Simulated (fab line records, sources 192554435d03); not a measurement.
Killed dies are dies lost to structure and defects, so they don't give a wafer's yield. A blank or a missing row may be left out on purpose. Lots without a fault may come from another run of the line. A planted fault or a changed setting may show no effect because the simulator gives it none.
Split-lot experiment | flow n5_finfet | 7 lots, 39 wafers read, on a route of 1938 steps

THE SPLIT
At N5_MOL_CONTACT_COAG_CONTACT_ETCH_14 (etches SiO2 in C4F6/O2, target depth 27.5 nm, overetch 8.5 nm, time 20 s), the setting time_s was moved away from the recipe's 20 s on 15 of the 39 wafers read, by -55.9% to +41.2%. The other wafers ran this setting at the recipe's value.

FROM THE SPLIT TO THE READING: what the file shows between them, 1 step
- N5_MOL_CONTACT_COAG_STRIP_109: strips in C4F6/O2

THE READING
oes_product_au, in a.u., at N5_MOL_CONTACT_COAG_ETCH_15 (etches SiNx in CH3F/O2, stops on Si:P, target depth 7 nm). Fault-free wafers of this fab line usually give 0.56 a.u., standard deviation 0.045 a.u..

wafer  | tool, chamber at the split | time_s as run, s | against the recipe | oes_product_au, a.u. | against lot-mates on the recipe
L075.1 | rie_diel-06, 2             | 20               | recipe             | 0.63                 | -
L075.2 | rie_diel-06, 3             | 20               | recipe             | 0.55                 | -
L075.3 | rie_diel-06, 1             | 20               | recipe             | 0.54                 | -
L075.4 | rie_diel-06, 0             | 28.24            | +41.2%             | 0.64                 | +0.07
L075.5 | rie_diel-06, 0             | 28.24            | +41.2%             | 0.64                 | +0.07
L075.6 | rie_diel-06, 1             | 28.24            | +41.2%             | 0.54                 | -0.03
L079.1 | rie_diel-06, 1,3,3         | 20               | recipe             | 0.54                 | -
L079.2 | rie_diel-06, 1,3,3         | 20               | recipe             | 0.54                 | -
L079.3 | rie_diel-06, 0             | 10.35            | -48.3%             | 0.32                 | -0.22
L079.4 | rie_diel-06, 1,3,3         | 20               | recipe             | 0.54                 | -
L079.5 | rie_diel-06, 1             | 10.35            | -48.3%             | 0.27                 | -0.27
L079.6 | rie_diel-06, 0             | 10.35            | -48.3%             | 0.32                 | -0.22
L087.1 | rie_diel-01, 0             | 20               | recipe             | 0.63                 | -
L087.2 | rie_diel-01, 1,3           | 8.817            | -55.9%             | 0.29                 | -0.28
L087.3 | rie_diel-01, 1,3           | 8.817            | -55.9%             | 0.33                 | -0.24
L087.4 | rie_diel-01, 2             | 8.817            | -55.9%             | 0.26                 | -0.31
L087.5 | rie_diel-01, 2,1           | 20               | recipe             | 0.51                 | -
L087.6 | rie_diel-01, 2,1           | 20               | recipe             | 0.56                 | -
L088.1 | rie_diel-03, 1,3,2,1       | 20               | recipe             | 0.58                 | -
L088.2 | rie_diel-03, 2,3           | 20               | recipe             | 0.53                 | -
L088.3 | rie_diel-03, 2,3           | 20               | recipe             | 0.53                 | -
L088.4 | rie_diel-03, 1,3,2,1       | 20               | recipe             | 0.54                 | -
L088.5 | rie_diel-03, 1,3,2,1       | 20               | recipe             | 0.53                 | -
L088.6 | rie_diel-03, 1,3,2,1       | 20               | recipe             | 0.57                 | -
L090.1 | rie_diel-01, 0             | 9.21             | -53.9%             | 0.32                 | -0.23
L090.2 | rie_diel-01, 1             | 9.21             | -53.9%             | 0.29                 | -0.26
L090.3 | rie_diel-01, 2             | 20               | recipe             | 0.51                 | -
L090.4 | rie_diel-01, 3,2           | 20               | recipe             | 0.64                 | -
L090.5 | rie_diel-01, 3,2           | 20               | recipe             | 0.51                 | -
L090.6 | rie_diel-01, 1             | 9.21             | -53.9%             | 0.29                 | -0.26
L091.1 | rie_diel-03, 3,2           | 20               | recipe             | 0.53                 | -
L091.2 | rie_diel-03, 1             | 16.38            | -18.1%             | 0.56                 | +0.03
L091.3 | rie_diel-03, 2             | 16.38            | -18.1%             | 0.53                 | +0.00
L091.4 | rie_diel-03, 3             | 20               | recipe             | 0.54                 | -
L091.5 | rie_diel-03, 3,2           | 20               | recipe             | 0.52                 | -
L091.6 | rie_diel-03, 1             | 16.38            | -18.1%             | 0.57                 | +0.04
L095.2 | rie_diel-06, 3,1           | 20               | recipe             | 0.52                 | -
L095.4 | rie_diel-06, 0             | 20               | recipe             | 0.60                 | -
L095.6 | rie_diel-06, 3,1           | 20               | recipe             | 0.51                 | -
Where a row lists several chambers, the file gives one row for several wafers and doesn't say which wafer went through which chamber.

THE FIT
A straight line over all 39 wafers: oes_product_au changes by +0.00387 a.u. for each +1% of time_s; r = +0.89; the points scatter about the line by 0.054 a.u..
The same after taking each lot's own level away (the mean of its wafers on the recipe; 39 wafers): +0.00378 a.u. for each +1%; r = +0.86; scatter 0.06 a.u..
On that fit, the largest move of time_s shifts the reading by 0.21 a.u..
The lots' own levels span 0.530 to 0.573 a.u., that is 1.0 times the standard deviation above.
So the lot-to-lot level changes the slope little: the two slopes agree.
Check: with one of the wafers moved furthest among these (-55.9%) left out of the fit, the line predicts -0.221 a.u. for it against its lot-mates. It came out at -0.277 a.u. against them.

OTHER SPLITS ON THESE WAFERS
These wafers also went through other splits before the reading. Each is held against what the fit with the lots' levels taken away leaves over:
other split on the same wafers       | wafers away from the commonest value | r with oes_product_au (lot level and that fit taken away)
N5_SD_EPI_N_EPI_21 epi_growth_time_s | 12                                   | -0.12

THE WHOLE CHAIN: every reading that the file lists as answering this split, in the file's order
step                                | what it does                                                             | reading                                                                                  | change (the file's fit)                   | r (the file's)
N5_MOL_CONTACT_COAG_CONTACT_ETCH_14 | etches SiO2 in C4F6/O2, target depth 27.5 nm, overetch 8.5 nm, time 20 s | SOC_of_MOL_CONTACT_COAG_COAT_103.thk_nm (the simulator's own value, which no gauge read) | -0.0129 nm for each +1% of the setting    | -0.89
N5_MOL_CONTACT_COAG_ETCH_15         | etches SiNx in CH3F/O2, stops on Si:P, target depth 7 nm                 | oes_product_au                                                                           | +0.00397 a.u. for each +1% of the setting | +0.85

THE FILE'S OWN FIT
oes_product_au changes by +0.00397 a.u. for each +1% of time_s, r = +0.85.
